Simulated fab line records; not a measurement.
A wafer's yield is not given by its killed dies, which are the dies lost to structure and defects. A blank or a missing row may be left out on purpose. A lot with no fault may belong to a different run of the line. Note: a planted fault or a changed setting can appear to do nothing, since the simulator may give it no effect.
Which tool is to blame? ; flow n5_finfet ; 24 lots, 72 wafers sampled, at 2 steps of a route of 1938

== WHAT EACH GAUGE READ, for each wafer ==
N5_BEOL_M2_CD_MEAS_11 targets a cd of 16.79 nm. Usual: cd_nm 16.82 nm, standard deviation 0.23.
lot;measured;on;cd_nm (nm);flag
L074;day 6 17:43;cd_sem-03;17.03 17.06 16.75;
L075;day 6 21:19;cd_sem-02;16.57 16.83 16.44;
L076;day 7 00:37;cd_sem-02;16.72 16.67 16.43;
L077;day 7 08:13;cd_sem-02;16.86 16.31 16.78;
L078;day 7 21:34;cd_sem-02;16.84 16.81 16.76;
L079;day 7 23:07;cd_sem-02;17.34 16.78 17.38;
L080;day 8 05:35;cd_sem-03;16.83 16.24 16.56;
L081;day 8 09:46;cd_sem-02;16.93 16.85 16.58;
L082;day 8 15:36;cd_sem-02;16.90 17.02 16.90;
L083;day 9 02:57;cd_sem-01;17.07 17.06 16.48;
L084;day 9 04:16;cd_sem-02;16.99 16.89 17.10;
L085;day 9 08:34;cd_sem-03;16.99 16.89 16.50;
L086;day 9 16:32;cd_sem-02;17.08 16.76 16.92;
L087;day 9 20:26;cd_sem-03;16.61 16.87 16.88;
L088;day 10 14:28;cd_sem-01;16.66 16.66 16.92;
L090;day 10 16:23;cd_sem-03;17.01 17.14 17.19;
L089;day 10 17:42;cd_sem-02;17.00 16.66 17.19;
L091;day 10 20:58;cd_sem-02;16.54 17.25 16.47;
L092;day 11 01:02;cd_sem-01;16.86 16.66 16.95;
L093;day 11 11:15;cd_sem-02;16.81 16.73 16.93;
L094;day 11 18:04;cd_sem-02;17.05 17.10 17.11;
L095;day 11 21:20;cd_sem-03;16.93 16.57 16.49;
L096;day 12 06:54;cd_sem-03;16.44 16.78 16.79;
L097;day 12 10:05;cd_sem-02;16.60 16.62 16.29;

N5_BEOL_M2_INSPECT_13: inspects for defects (brightfield). Usual: raw_defect_count 410, standard deviation 100.
lot;measured;on;raw_defect_count;flag
L074;day 6 17:49;defect_inspect-01;449 423 401;
L075;day 6 21:24;defect_inspect-01;276 239 299;
L076;day 7 00:43;defect_inspect-01;372 451 505;
L077;day 7 08:19;defect_inspect-02;456 415 650;
L078;day 7 21:40;defect_inspect-01;322 279 320;
L079;day 7 23:12;defect_inspect-01;320 439 462;
L080;day 8 05:41;defect_inspect-01;392 414 408;
L081;day 8 09:51;defect_inspect-02;458 495 641;
L082;day 8 15:41;defect_inspect-01;389 454 492;
L083;day 9 03:02;defect_inspect-01;736 626 677;
L084;day 9 04:21;defect_inspect-01;470 534 463;
L085;day 9 08:39;defect_inspect-01;346 244 307;
L086;day 9 16:38;defect_inspect-01;326 392 506;
L087;day 9 20:32;defect_inspect-01;407 355 336;
L088;day 10 14:33;defect_inspect-02;537 544 427;
L090;day 10 16:28;defect_inspect-02;341 396 488;
L089;day 10 17:47;defect_inspect-02;255 407 248;
L091;day 10 21:04;defect_inspect-01;303 311 283;
L092;day 11 01:07;defect_inspect-01;459 461 488;
L093;day 11 11:20;defect_inspect-01;304 356 386;
L094;day 11 18:09;defect_inspect-01;270 465 503;
L095;day 11 21:26;defect_inspect-01;294 441 318;
L096;day 12 06:59;defect_inspect-02;318 467 416;
L097;day 12 10:11;defect_inspect-01;295 313 247;

== WHICH TOOL RAN EACH LOT (tool, then ch and the chambers of the sampled wafers, then the start) ==
The record holds no process step before these readings.

== AS READ BY THE TOOLS THEMSELVES (means over the sampled wafers that have a number; for cases with no such wafer, the mark the record gives instead) ==
The record holds no such reading with a usual standard deviation.

== THE ANSWER, worked out from the rows above alone ==
Rule: take the mean of a lot's wafers that have a number; if it is more than 3 standard deviations from the usual mean, the lot is off. Also off: a lot with no number at a reading for which 4 or more lots have one. All remaining lots with rows at the step are treated as sound. Order of review: gauges by route order, followed by the tools' own readings, for which a lot's mean as printed above is used. At the first step where some lot is off, the reading lying furthest off is the one used; lots without a number count as furthest.
Across all readings shown, no lot is off: no conclusion can be drawn from this.

== WHAT THE SIMULATOR HAD INSERTED ==
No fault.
